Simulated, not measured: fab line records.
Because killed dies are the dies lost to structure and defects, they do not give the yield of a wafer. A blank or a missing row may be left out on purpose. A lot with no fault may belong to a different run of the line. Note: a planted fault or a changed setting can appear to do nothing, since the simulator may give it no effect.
What tool caused it? || flow n5Finfet || Sampling: 21 lots, 63 wafers, 4 of 1938 route steps

== WHAT THE GAUGES SHOWED, per wafer ==
N5_BEOL_M0_SAQP_INSPECT_16: inspects for defects (brightfield).
{"lot": "L074", "measured": "day 5 11:17", "on": "defectInspect-02", "rawDefectCount": "420 481 502"}
{"lot": "L075", "measured": "day 5 16:49", "on": "defectInspect-02", "rawDefectCount": "336 367 419"}
{"lot": "L076", "measured": "day 6 02:44", "on": "defectInspect-01", "rawDefectCount": "510 444 504"}
{"lot": "L078", "measured": "day 6 16:16", "on": "defectInspect-02", "rawDefectCount": "556 465 584"}
{"lot": "L079", "measured": "day 6 20:40", "on": "defectInspect-01", "rawDefectCount": "439 490 501"}
{"lot": "L080", "measured": "day 7 03:02", "on": "defectInspect-02", "rawDefectCount": "550 422 320"}
{"lot": "L081", "measured": "day 7 09:24", "on": "defectInspect-02", "rawDefectCount": "628 428 540"}
{"lot": "L082", "measured": "day 7 16:23", "on": "defectInspect-01", "rawDefectCount": "307 499 291"}
{"lot": "L084", "measured": "day 8 05:15", "on": "defectInspect-01", "rawDefectCount": "763 710 609"}
{"lot": "L085", "measured": "day 8 09:39", "on": "defectInspect-02", "rawDefectCount": "479 541 570"}
{"lot": "L086", "measured": "day 8 16:02", "on": "defectInspect-02", "rawDefectCount": "627 624 578"}
{"lot": "L087", "measured": "day 8 18:12", "on": "defectInspect-01", "rawDefectCount": "436 799 731"}
{"lot": "L088", "measured": "day 9 05:41", "on": "defectInspect-01", "rawDefectCount": "488 405 308"}
{"lot": "L089", "measured": "day 9 08:50", "on": "defectInspect-02", "rawDefectCount": "494 536 483"}
{"lot": "L090", "measured": "day 9 17:08", "on": "defectInspect-01", "rawDefectCount": "566 505 562"}
{"lot": "L091", "measured": "day 9 21:01", "on": "defectInspect-01", "rawDefectCount": "631 599 615"}
{"lot": "L092", "measured": "day 10 03:13", "on": "defectInspect-02", "rawDefectCount": "436 476 522"}
{"lot": "L093", "measured": "day 10 07:59", "on": "defectInspect-01", "rawDefectCount": "424 584 395"}
{"lot": "L094", "measured": "day 10 15:59", "on": "defectInspect-02", "rawDefectCount": "388 397 407"}
{"lot": "L095", "measured": "day 10 17:39", "on": "defectInspect-02", "rawDefectCount": "459 497 636"}
{"lot": "L096", "measured": "day 11 01:31", "on": "defectInspect-02", "rawDefectCount": "429 524 648"}

N5_BEOL_M0_SAQP_OVL_MEAS_41.
{"lot": "L074", "measured": "day 5 15:17", "on": "overlay-02", "M0_CUT1_OVL (nm)": "-1.0 -0.7 -0.6"}
{"lot": "L075", "measured": "day 5 21:23", "on": "overlay-01", "M0_CUT1_OVL (nm)": "0.1 0.2 0.6"}
{"lot": "L076", "measured": "day 6 07:41", "on": "overlay-01", "M0_CUT1_OVL (nm)": "-0.3 -0.5 -0.4"}
{"lot": "L078", "measured": "day 6 21:05", "on": "overlay-02", "M0_CUT1_OVL (nm)": "-0.3 0.2 -0.3"}
{"lot": "L079", "measured": "day 7 00:47", "on": "overlay-02", "M0_CUT1_OVL (nm)": "0.7 -0.4 -0.1"}
{"lot": "L080", "measured": "day 7 07:24", "on": "overlay-01", "M0_CUT1_OVL (nm)": "-0.1 -0.4 0.0"}
{"lot": "L081", "measured": "day 7 13:43", "on": "overlay-02", "M0_CUT1_OVL (nm)": "-0.7 -0.6 -0.8"}
{"lot": "L082", "measured": "day 7 20:28", "on": "overlay-01", "M0_CUT1_OVL (nm)": "0.6 0.2 -0.2"}
{"lot": "L084", "measured": "day 8 09:17", "on": "overlay-01", "M0_CUT1_OVL (nm)": "1.0 0.5 0.5"}
{"lot": "L085", "measured": "day 8 13:52", "on": "overlay-02", "M0_CUT1_OVL (nm)": "-1.3 -0.9 0.3"}
{"lot": "L086", "measured": "day 8 21:39", "on": "overlay-02", "M0_CUT1_OVL (nm)": "-0.5 0.3 0.3"}
{"lot": "L087", "measured": "day 9 00:23", "on": "overlay-01", "M0_CUT1_OVL (nm)": "1.5 0.0 -0.1"}
{"lot": "L088", "measured": "day 9 09:44", "on": "overlay-01", "M0_CUT1_OVL (nm)": "-0.1 -0.4 0.3"}
{"lot": "L089", "measured": "day 9 13:17", "on": "overlay-01", "M0_CUT1_OVL (nm)": "0.6 0.7 0.2"}
{"lot": "L090", "measured": "day 9 21:00", "on": "overlay-01", "M0_CUT1_OVL (nm)": "0.2 0.0 -0.4"}
{"lot": "L091", "measured": "day 10 01:02", "on": "overlay-01", "M0_CUT1_OVL (nm)": "1.4 0.7 0.4"}
{"lot": "L092", "measured": "day 10 07:01", "on": "overlay-01", "M0_CUT1_OVL (nm)": "1.2 -0.5 0.6"}
{"lot": "L093", "measured": "day 10 12:18", "on": "overlay-01", "M0_CUT1_OVL (nm)": "0.2 -0.2 -0.1"}
{"lot": "L094", "measured": "day 10 21:47", "on": "overlay-02", "M0_CUT1_OVL (nm)": "-0.2 -0.3 0.4"}
{"lot": "L095", "measured": "day 10 22:19", "on": "overlay-01", "M0_CUT1_OVL (nm)": "-0.1 0.5 0.2"}
{"lot": "L096", "measured": "day 11 06:35", "on": "overlay-01", "M0_CUT1_OVL (nm)": "-0.3 0.1 -0.1"}

== EACH LOT AND THE TOOL THAT RAN IT (in order: tool; ch and the chambers of the sampled wafers; start) ==
{"lot": "L074", "N5_BEOL_M0_SAQP_STRIP_86": "rieDiel-06 ch 0,2,3, day 5 11:42", "N5_BEOL_M0_SAQP_SPACER2_ETCHBACK_27": "rieDiel-01 ch 0,1,2, day 5 14:38"}
{"lot": "L075", "N5_BEOL_M0_SAQP_STRIP_86": "rieDiel-05 ch 0,1,2, day 5 17:34", "N5_BEOL_M0_SAQP_SPACER2_ETCHBACK_27": "rieDiel-06 ch 0,2,3, day 5 20:51"}
{"lot": "L076", "N5_BEOL_M0_SAQP_STRIP_86": "rieDiel-01 ch 0,3, day 6 03:09", "N5_BEOL_M0_SAQP_SPACER2_ETCHBACK_27": "rieDiel-01 ch 0,1, day 6 07:08"}
{"lot": "L078", "N5_BEOL_M0_SAQP_STRIP_86": "rieDiel-05 ch 0,1,2, day 6 16:40", "N5_BEOL_M0_SAQP_SPACER2_ETCHBACK_27": "rieDiel-05 ch 0,2,3, day 6 19:35"}
{"lot": "L079", "N5_BEOL_M0_SAQP_STRIP_86": "rieDiel-01 ch 1,2,3, day 6 21:04", "N5_BEOL_M0_SAQP_SPACER2_ETCHBACK_27": "rieDiel-05 ch 0,2,3, day 7 00:07"}
{"lot": "L080", "N5_BEOL_M0_SAQP_STRIP_86": "rieDiel-06 ch 0,3, day 7 03:28", "N5_BEOL_M0_SAQP_SPACER2_ETCHBACK_27": "rieDiel-01 ch 0,1,2, day 7 06:44"}
{"lot": "L081", "N5_BEOL_M0_SAQP_STRIP_86": "rieDiel-01 ch 2,3, day 7 10:13", "N5_BEOL_M0_SAQP_SPACER2_ETCHBACK_27": "rieDiel-01 ch 1,2, day 7 13:02"}
{"lot": "L082", "N5_BEOL_M0_SAQP_STRIP_86": "rieDiel-01 ch 1,2, day 7 16:49", "N5_BEOL_M0_SAQP_SPACER2_ETCHBACK_27": "rieDiel-01 ch 0,1, day 7 19:48"}
{"lot": "L084", "N5_BEOL_M0_SAQP_STRIP_86": "rieDiel-05 ch 0,1,3, day 8 05:40", "N5_BEOL_M0_SAQP_SPACER2_ETCHBACK_27": "rieDiel-01 ch 0,1,2, day 8 08:37"}
{"lot": "L085", "N5_BEOL_M0_SAQP_STRIP_86": "rieDiel-06 ch 0,1,2, day 8 10:04", "N5_BEOL_M0_SAQP_SPACER2_ETCHBACK_27": "rieDiel-06 ch 0,3, day 8 13:11"}
{"lot": "L086", "N5_BEOL_M0_SAQP_STRIP_86": "rieDiel-05 ch 0,1,2, day 8 16:26", "N5_BEOL_M0_SAQP_SPACER2_ETCHBACK_27": "rieDiel-01 ch 0,1,2, day 8 21:07"}
{"lot": "L087", "N5_BEOL_M0_SAQP_STRIP_86": "rieDiel-06 ch 0,1, day 8 18:42", "N5_BEOL_M0_SAQP_SPACER2_ETCHBACK_27": "rieDiel-01 ch 0,1,2, day 8 23:44"}
{"lot": "L088", "N5_BEOL_M0_SAQP_STRIP_86": "rieDiel-01 ch 0,1,2, day 9 06:05", "N5_BEOL_M0_SAQP_SPACER2_ETCHBACK_27": "rieDiel-06 ch 0,3, day 9 09:04"}
{"lot": "L089", "N5_BEOL_M0_SAQP_STRIP_86": "rieDiel-06 ch 0,1,3, day 9 09:40", "N5_BEOL_M0_SAQP_SPACER2_ETCHBACK_27": "rieDiel-06 ch 0,1,3, day 9 12:45"}
{"lot": "L090", "N5_BEOL_M0_SAQP_STRIP_86": "rieDiel-06 ch 0,1, day 9 17:35", "N5_BEOL_M0_SAQP_SPACER2_ETCHBACK_27": "rieDiel-05 ch 0,2,3, day 9 20:20"}
{"lot": "L091", "N5_BEOL_M0_SAQP_STRIP_86": "rieDiel-01 ch 0,1,3, day 9 21:26", "N5_BEOL_M0_SAQP_SPACER2_ETCHBACK_27": "rieDiel-01 ch 0,1,3, day 10 00:29"}
{"lot": "L092", "N5_BEOL_M0_SAQP_STRIP_86": "rieDiel-05 ch 0,3, day 10 03:38", "N5_BEOL_M0_SAQP_SPACER2_ETCHBACK_27": "rieDiel-05 ch 0,1,2, day 10 06:28"}
{"lot": "L093", "N5_BEOL_M0_SAQP_STRIP_86": "rieDiel-01 ch 0,1, day 10 08:50", "N5_BEOL_M0_SAQP_SPACER2_ETCHBACK_27": "rieDiel-01 ch 1,2, day 10 11:45"}
{"lot": "L094", "N5_BEOL_M0_SAQP_STRIP_86": "rieDiel-06 ch 0,1,3, day 10 16:32", "N5_BEOL_M0_SAQP_SPACER2_ETCHBACK_27": "rieDiel-06 ch 0,1,3, day 10 21:15"}
{"lot": "L095", "N5_BEOL_M0_SAQP_STRIP_86": "rieDiel-06 ch 0,2,3, day 10 18:03", "N5_BEOL_M0_SAQP_SPACER2_ETCHBACK_27": "rieDiel-05 ch 2,3, day 10 21:46"}
{"lot": "L096", "N5_BEOL_M0_SAQP_STRIP_86": "rieDiel-05 ch 0,3, day 11 02:05", "N5_BEOL_M0_SAQP_SPACER2_ETCHBACK_27": "rieDiel-06 ch 0,3, day 11 05:55"}
- N5_BEOL_M0_SAQP_STRIP_86: strips in N2/H2.
- N5_BEOL_M0_SAQP_SPACER2_ETCHBACK_27: etches SiO2 in CHF3/O2, target depth 22.5 nm, time 11.25 s.

== AS READ BY THE TOOLS THEMSELVES (means over the sampled wafers that have a number; for cases with no such wafer, the mark the record gives instead) ==
N5_BEOL_M0_SAQP_STRIP_86.
{"lot": "L074", "tool": "rieDiel-06", "drypumpMotorCurrentA (A)": 5.9, "oesProductAu (a.u.)": 0.78, "rfVppV (V)": 121.8, "showerheadPlenumPTorr (Torr)": 3.29, "throttleValvePct (%)": 19.3}
{"lot": "L075", "tool": "rieDiel-05", "drypumpMotorCurrentA (A)": 6.2, "oesProductAu (a.u.)": 0.73, "rfVppV (V)": 122.4, "showerheadPlenumPTorr (Torr)": 3.24, "throttleValvePct (%)": 18.7}
{"lot": "L076", "tool": "rieDiel-01", "drypumpMotorCurrentA (A)": 5.8, "oesProductAu (a.u.)": 0.73, "rfVppV (V)": 121.5, "showerheadPlenumPTorr (Torr)": 3.38, "throttleValvePct (%)": 19.2}
{"lot": "L078", "tool": "rieDiel-05", "drypumpMotorCurrentA (A)": 6.2, "oesProductAu (a.u.)": 0.72, "rfVppV (V)": 120.2, "showerheadPlenumPTorr (Torr)": 3.24, "throttleValvePct (%)": 18.7}
{"lot": "L079", "tool": "rieDiel-01", "drypumpMotorCurrentA (A)": 5.6, "oesProductAu (a.u.)": 0.80, "rfVppV (V)": 120.6, "showerheadPlenumPTorr (Torr)": 3.36, "throttleValvePct (%)": 19.1}
{"lot": "L080", "tool": "rieDiel-06", "drypumpMotorCurrentA (A)": 5.9, "oesProductAu (a.u.)": 0.75, "rfVppV (V)": 122.0, "showerheadPlenumPTorr (Torr)": 3.37, "throttleValvePct (%)": 19.6}
{"lot": "L081", "tool": "rieDiel-01", "drypumpMotorCurrentA (A)": 5.4, "oesProductAu (a.u.)": 0.86, "rfVppV (V)": 121.8, "showerheadPlenumPTorr (Torr)": 3.35, "throttleValvePct (%)": 19.0}
{"lot": "L082", "tool": "rieDiel-01", "drypumpMotorCurrentA (A)": 5.5, "oesProductAu (a.u.)": 0.86, "rfVppV (V)": 121.3, "showerheadPlenumPTorr (Torr)": 3.30, "throttleValvePct (%)": 19.0}
{"lot": "L084", "tool": "rieDiel-05", "drypumpMotorCurrentA (A)": 6.2, "oesProductAu (a.u.)": 0.70, "rfVppV (V)": 123.4, "showerheadPlenumPTorr (Torr)": 3.34, "throttleValvePct (%)": 19.0}
{"lot": "L085", "tool": "rieDiel-06", "drypumpMotorCurrentA (A)": 5.5, "oesProductAu (a.u.)": 0.74, "rfVppV (V)": 122.1, "showerheadPlenumPTorr (Torr)": 3.26, "throttleValvePct (%)": 19.1}
{"lot": "L086", "tool": "rieDiel-05", "drypumpMotorCurrentA (A)": 6.2, "oesProductAu (a.u.)": 0.71, "rfVppV (V)": 120.7, "showerheadPlenumPTorr (Torr)": 3.23, "throttleValvePct (%)": 18.7}
{"lot": "L087", "tool": "rieDiel-06", "drypumpMotorCurrentA (A)": 5.4, "oesProductAu (a.u.)": 0.72, "rfVppV (V)": 122.8, "showerheadPlenumPTorr (Torr)": 3.33, "throttleValvePct (%)": 19.0}
{"lot": "L088", "tool": "rieDiel-01", "drypumpMotorCurrentA (A)": 5.8, "oesProductAu (a.u.)": 0.78, "rfVppV (V)": 121.8, "showerheadPlenumPTorr (Torr)": 3.26, "throttleValvePct (%)": 19.2}
{"lot": "L089", "tool": "rieDiel-06", "drypumpMotorCurrentA (A)": 5.7, "oesProductAu (a.u.)": 0.72, "rfVppV (V)": 121.0, "showerheadPlenumPTorr (Torr)": 3.34, "throttleValvePct (%)": 19.3}
{"lot": "L090", "tool": "rieDiel-06", "drypumpMotorCurrentA (A)": 5.5, "oesProductAu (a.u.)": 0.72, "rfVppV (V)": 122.7, "showerheadPlenumPTorr (Torr)": 3.34, "throttleValvePct (%)": 19.3}
{"lot": "L091", "tool": "rieDiel-01", "drypumpMotorCurrentA (A)": 6.0, "oesProductAu (a.u.)": 0.71, "rfVppV (V)": 120.8, "showerheadPlenumPTorr (Torr)": 3.31, "throttleValvePct (%)": 19.3}
{"lot": "L092", "tool": "rieDiel-05", "drypumpMotorCurrentA (A)": 6.3, "oesProductAu (a.u.)": 0.86, "rfVppV (V)": 123.4, "showerheadPlenumPTorr (Torr)": 3.55, "throttleValvePct (%)": 19.1}
{"lot": "L093", "tool": "rieDiel-01", "drypumpMotorCurrentA (A)": 6.1, "oesProductAu (a.u.)": 0.70, "rfVppV (V)": 120.3, "showerheadPlenumPTorr (Torr)": 3.26, "throttleValvePct (%)": 19.2}
{"lot": "L094", "tool": "rieDiel-06", "drypumpMotorCurrentA (A)": 5.7, "oesProductAu (a.u.)": 0.72, "rfVppV (V)": 122.4, "showerheadPlenumPTorr (Torr)": 3.33, "throttleValvePct (%)": 19.3}
{"lot": "L095", "tool": "rieDiel-06", "drypumpMotorCurrentA (A)": 5.9, "oesProductAu (a.u.)": 0.75, "rfVppV (V)": 121.8, "showerheadPlenumPTorr (Torr)": 3.27, "throttleValvePct (%)": 19.4}
{"lot": "L096", "tool": "rieDiel-05", "drypumpMotorCurrentA (A)": 6.2, "oesProductAu (a.u.)": 0.76, "rfVppV (V)": 121.9, "showerheadPlenumPTorr (Torr)": 3.51, "throttleValvePct (%)": 19.1}

N5_BEOL_M0_SAQP_SPACER2_ETCHBACK_27.
{"lot": "L074", "tool": "rieDiel-01", "drypumpMotorCurrentA (A)": 5.9, "oes_ar_750_au (a.u.)": 0.72, "oesProductAu (a.u.)": 0.71, "rfVppV (V)": 526, "showerheadPlenumPTorr (Torr)": 2.36, "throttleValvePct (%)": 19.06}
{"lot": "L075", "tool": "rieDiel-06", "drypumpMotorCurrentA (A)": 5.9, "oes_ar_750_au (a.u.)": 0.78, "oesProductAu (a.u.)": 0.77, "rfVppV (V)": 517, "showerheadPlenumPTorr (Torr)": 2.35, "throttleValvePct (%)": 19.11}
{"lot": "L076", "tool": "rieDiel-01", "drypumpMotorCurrentA (A)": 6.1, "oes_ar_750_au (a.u.)": 0.72, "oesProductAu (a.u.)": 0.71, "rfVppV (V)": 524, "showerheadPlenumPTorr (Torr)": 2.36, "throttleValvePct (%)": 19.08}
{"lot": "L078", "tool": "rieDiel-05", "drypumpMotorCurrentA (A)": 6.2, "oes_ar_750_au (a.u.)": 0.71, "oesProductAu (a.u.)": 0.70, "rfVppV (V)": 530, "showerheadPlenumPTorr (Torr)": 2.35, "throttleValvePct (%)": 19.06}
{"lot": "L079", "tool": "rieDiel-05", "drypumpMotorCurrentA (A)": 6.2, "oes_ar_750_au (a.u.)": 0.71, "oesProductAu (a.u.)": 0.71, "rfVppV (V)": 529, "showerheadPlenumPTorr (Torr)": 2.35, "throttleValvePct (%)": 19.05}
{"lot": "L080", "tool": "rieDiel-01", "drypumpMotorCurrentA (A)": 5.8, "oes_ar_750_au (a.u.)": 0.80, "oesProductAu (a.u.)": 0.80, "rfVppV (V)": 526, "showerheadPlenumPTorr (Torr)": 2.35, "throttleValvePct (%)": 18.97}
{"lot": "L081", "tool": "rieDiel-01", "drypumpMotorCurrentA (A)": 5.5, "oes_ar_750_au (a.u.)": 0.88, "oesProductAu (a.u.)": 0.87, "rfVppV (V)": 529, "showerheadPlenumPTorr (Torr)": 2.37, "throttleValvePct (%)": 18.86}
{"lot": "L082", "tool": "rieDiel-01", "drypumpMotorCurrentA (A)": 6.2, "oes_ar_750_au (a.u.)": 0.71, "oesProductAu (a.u.)": 0.71, "rfVppV (V)": 524, "showerheadPlenumPTorr (Torr)": 2.33, "throttleValvePct (%)": 19.07}
{"lot": "L084", "tool": "rieDiel-01", "drypumpMotorCurrentA (A)": 5.9, "oes_ar_750_au (a.u.)": 0.79, "oesProductAu (a.u.)": 0.78, "rfVppV (V)": 525, "showerheadPlenumPTorr (Torr)": 2.35, "throttleValvePct (%)": 18.97}
{"lot": "L085", "tool": "rieDiel-06", "drypumpMotorCurrentA (A)": 6.0, "oes_ar_750_au (a.u.)": 0.75, "oesProductAu (a.u.)": 0.73, "rfVppV (V)": 521, "showerheadPlenumPTorr (Torr)": 2.41, "throttleValvePct (%)": 19.22}
{"lot": "L086", "tool": "rieDiel-01", "drypumpMotorCurrentA (A)": 5.8, "oes_ar_750_au (a.u.)": 0.78, "oesProductAu (a.u.)": 0.78, "rfVppV (V)": 525, "showerheadPlenumPTorr (Torr)": 2.35, "throttleValvePct (%)": 18.98}
{"lot": "L087", "tool": "rieDiel-01", "drypumpMotorCurrentA (A)": 5.8, "oes_ar_750_au (a.u.)": 0.78, "oesProductAu (a.u.)": 0.78, "rfVppV (V)": 525, "showerheadPlenumPTorr (Torr)": 2.35, "throttleValvePct (%)": 18.98}
{"lot": "L088", "tool": "rieDiel-06", "drypumpMotorCurrentA (A)": 5.9, "oes_ar_750_au (a.u.)": 0.75, "oesProductAu (a.u.)": 0.74, "rfVppV (V)": 518, "showerheadPlenumPTorr (Torr)": 2.41, "throttleValvePct (%)": 19.15}
{"lot": "L089", "tool": "rieDiel-06", "drypumpMotorCurrentA (A)": 5.7, "oes_ar_750_au (a.u.)": 0.73, "oesProductAu (a.u.)": 0.72, "rfVppV (V)": 518, "showerheadPlenumPTorr (Torr)": 2.39, "throttleValvePct (%)": 19.05}
{"lot": "L090", "tool": "rieDiel-05", "drypumpMotorCurrentA (A)": 6.3, "oes_ar_750_au (a.u.)": 0.78, "oesProductAu (a.u.)": 0.78, "rfVppV (V)": 532, "showerheadPlenumPTorr (Torr)": 2.44, "throttleValvePct (%)": 18.95}
{"lot": "L091", "tool": "rieDiel-01", "drypumpMotorCurrentA (A)": 6.0, "oes_ar_750_au (a.u.)": 0.71, "oesProductAu (a.u.)": 0.70, "rfVppV (V)": 522, "showerheadPlenumPTorr (Torr)": 2.39, "throttleValvePct (%)": 19.14}
{"lot": "L092", "tool": "rieDiel-05", "drypumpMotorCurrentA (A)": 6.2, "oes_ar_750_au (a.u.)": 0.80, "oesProductAu (a.u.)": 0.79, "rfVppV (V)": 525, "showerheadPlenumPTorr (Torr)": 2.41, "throttleValvePct (%)": 18.83}
{"lot": "L093", "tool": "rieDiel-01", "drypumpMotorCurrentA (A)": 5.8, "oes_ar_750_au (a.u.)": 0.77, "oesProductAu (a.u.)": 0.76, "rfVppV (V)": 525, "showerheadPlenumPTorr (Torr)": 2.37, "throttleValvePct (%)": 19.03}
{"lot": "L094", "tool": "rieDiel-06", "drypumpMotorCurrentA (A)": 5.7, "oes_ar_750_au (a.u.)": 0.73, "oesProductAu (a.u.)": 0.72, "rfVppV (V)": 520, "showerheadPlenumPTorr (Torr)": 2.39, "throttleValvePct (%)": 19.05}
{"lot": "L095", "tool": "rieDiel-05", "drypumpMotorCurrentA (A)": 6.2, "oes_ar_750_au (a.u.)": 0.69, "oesProductAu (a.u.)": 0.69, "rfVppV (V)": 537, "showerheadPlenumPTorr (Torr)": 2.41, "throttleValvePct (%)": 18.99}
{"lot": "L096", "tool": "rieDiel-06", "drypumpMotorCurrentA (A)": 6.0, "oes_ar_750_au (a.u.)": 0.73, "oesProductAu (a.u.)": 0.73, "rfVppV (V)": 520, "showerheadPlenumPTorr (Torr)": 2.40, "throttleValvePct (%)": 19.26}

== THE ANSWER, worked out from the rows above alone ==
Rule: the lots themselves supply what counts as usual. Put in order of their means at a reading, lots are off if they are a third of the lots or fewer, leave a main group of 4 or more, and stand apart from it by a gap of 3 or more times the standard deviation of the main group's means; of several such gaps the widest counts. Not used: any main group whose means are identical at the precision the tables above print for the reading. A lot without any number at a reading at which 4 lots or more have one is off too. All remaining lots with rows at the step are treated as sound. Order of review: gauges by route order, followed by the tools' own readings, for which a lot's mean as printed above is used. The first step at which some lot is off is used, and at that step the reading that is off furthest; a lot without a number counts as furthest.
None of the lots is off at any reading shown; this tells nothing.

== WHAT WAS PUT IN BY THE SIMULATOR ==
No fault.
